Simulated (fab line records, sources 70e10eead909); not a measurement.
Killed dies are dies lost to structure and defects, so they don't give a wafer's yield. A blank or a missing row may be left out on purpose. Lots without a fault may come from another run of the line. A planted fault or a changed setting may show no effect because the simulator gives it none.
Which tool did it? | flow nand_harc | 11 lots, 33 wafers sampled, at 4 steps of a route of 1302

WHAT THE GAUGES READ, wafer by wafer
NHARC_P_GATE_CD_MEAS_59: target cd 720 nm.
lot  | measured     | on        | cd_nm (nm)
L863 | day 5 14:19  | cd_sem-01 | 719.9 719.6 719.8
L864 | day 6 06:18  | cd_sem-01 | 723.0 723.9 721.8
L865 | day 6 13:14  | cd_sem-01 | 719.4 718.7 719.1
L869 | day 8 02:51  | cd_sem-02 | 720.6 722.2 721.4
L871 | day 9 03:52  | cd_sem-03 | 720.5 720.4 720.7
L873 | day 9 19:38  | cd_sem-01 | 720.7 721.5 722.1
L874 | day 10 04:51 | cd_sem-02 | 726.2 728.6 727.3
L883 | day 14 02:06 | cd_sem-03 | 721.0 719.8 720.7
L884 | day 14 06:09 | cd_sem-01 | 720.5 719.3 718.6
L885 | day 14 22:15 | cd_sem-03 | 717.6 718.9 720.1
L886 | day 14 23:08 | cd_sem-02 | 718.9 721.0 719.2

WHICH TOOL RAN EACH LOT (tool, then ch and the chambers of the sampled wafers, then the start)
lot  | NHARC_P_GATE_ETCH_104              | NHARC_P_GATE_HM_OPEN_105                      | NHARC_P_GATE_EXPOSE_56
L863 | rie_diel-07 ch 1,2,3, day 5 00:38  | rie_diel-07 ch 1,2,3, day 5 14:10 or earlier  | krf_scanner-04 ch 0, day 5 14:10
L864 | rie_diel-07 ch 0,1,3, day 5 17:03  | rie_diel-07 ch 0,1,2, day 6 06:08 or earlier  | krf_scanner-02 ch 0, day 6 06:08
L865 | rie_diel-01 ch 0,3, day 5 23:54    | rie_diel-01 ch 2,3, day 6 13:05 or earlier    | krf_scanner-02 ch 0, day 6 13:05
L869 | rie_diel-07 ch 0,1,3, day 7 13:31  | rie_diel-07 ch 0,1,2, day 8 02:41 or earlier  | krf_scanner-04 ch 0, day 8 02:41
L871 | rie_diel-05 ch 0,2,3, day 8 14:20  | rie_diel-05 ch 0,2,3, day 9 03:43 or earlier  | krf_scanner-02 ch 0, day 9 03:43
L873 | rie_diel-05 ch 1,2,3, day 9 05:59  | rie_diel-05 ch 1,2,3, day 9 19:28 or earlier  | krf_scanner-03 ch 0, day 9 19:28
L874 | rie_diel-07 ch 0,2,3, day 9 15:14  | rie_diel-07 ch 0,2,3, day 10 04:42 or earlier | krf_scanner-04 ch 0, day 10 04:42
L883 | rie_diel-01 ch 1,3, day 13 12:29   | rie_diel-01 ch 0,1,3, day 14 01:57 or earlier | krf_scanner-04 ch 0, day 14 01:57
L884 | rie_diel-07 ch 0,1,2, day 13 16:41 | rie_diel-07 ch 0,1,2, day 14 06:00 or earlier | krf_scanner-04 ch 0, day 14 06:00
L885 | rie_diel-05 ch 2,3, day 14 08:52   | rie_diel-05 ch 0,1, day 14 22:06 or earlier   | krf_scanner-04 ch 0, day 14 22:06
L886 | rie_diel-05 ch 1,2, day 14 09:38   | rie_diel-05 ch 0,2,3, day 14 22:59 or earlier | krf_scanner-02 ch 0, day 14 22:59
- NHARC_P_GATE_ETCH_104: etches the open film in CF4/CHF3, target depth 60 nm.
- NHARC_P_GATE_HM_OPEN_105: chemistry O2/COS, target depth 360 nm.
- NHARC_P_GATE_EXPOSE_56: exposes mask P PSD, target cd 720 nm.

THE ANSWER, worked out from the rows above alone
Rule: what is usual is taken from the lots themselves. Put in order of their means at a reading, lots are off if they are a third of the lots or fewer, leave a main group of 4 or more, and stand apart from it by a gap of 3 or more times the standard deviation of the main group's means; of several such gaps the widest counts. A main group whose means are all the same, to the digits that the tables above print for the reading, isn't used. A lot without any number at a reading at which 4 lots or more have one is off too. The other lots that the step has rows for count as sound.
Off: L874, at NHARC_P_GATE_CD_MEAS_59 (cd_nm). The main group: mean 720.4 nm, standard deviation 1.2.
A tool fits if, at a process step before that reading, it ran every lot that is off, and no sound lot after the first of them. The gauges at NHARC_P_GATE_CD_MEAS_59 are tried like those tools. NHARC_P_GATE_HM_OPEN_105 gives no start for some lots, so the hours and the order of its lots are those of NHARC_P_GATE_EXPOSE_56. None of those tried fits.

WHAT THE SIMULATOR HAD PUT IN
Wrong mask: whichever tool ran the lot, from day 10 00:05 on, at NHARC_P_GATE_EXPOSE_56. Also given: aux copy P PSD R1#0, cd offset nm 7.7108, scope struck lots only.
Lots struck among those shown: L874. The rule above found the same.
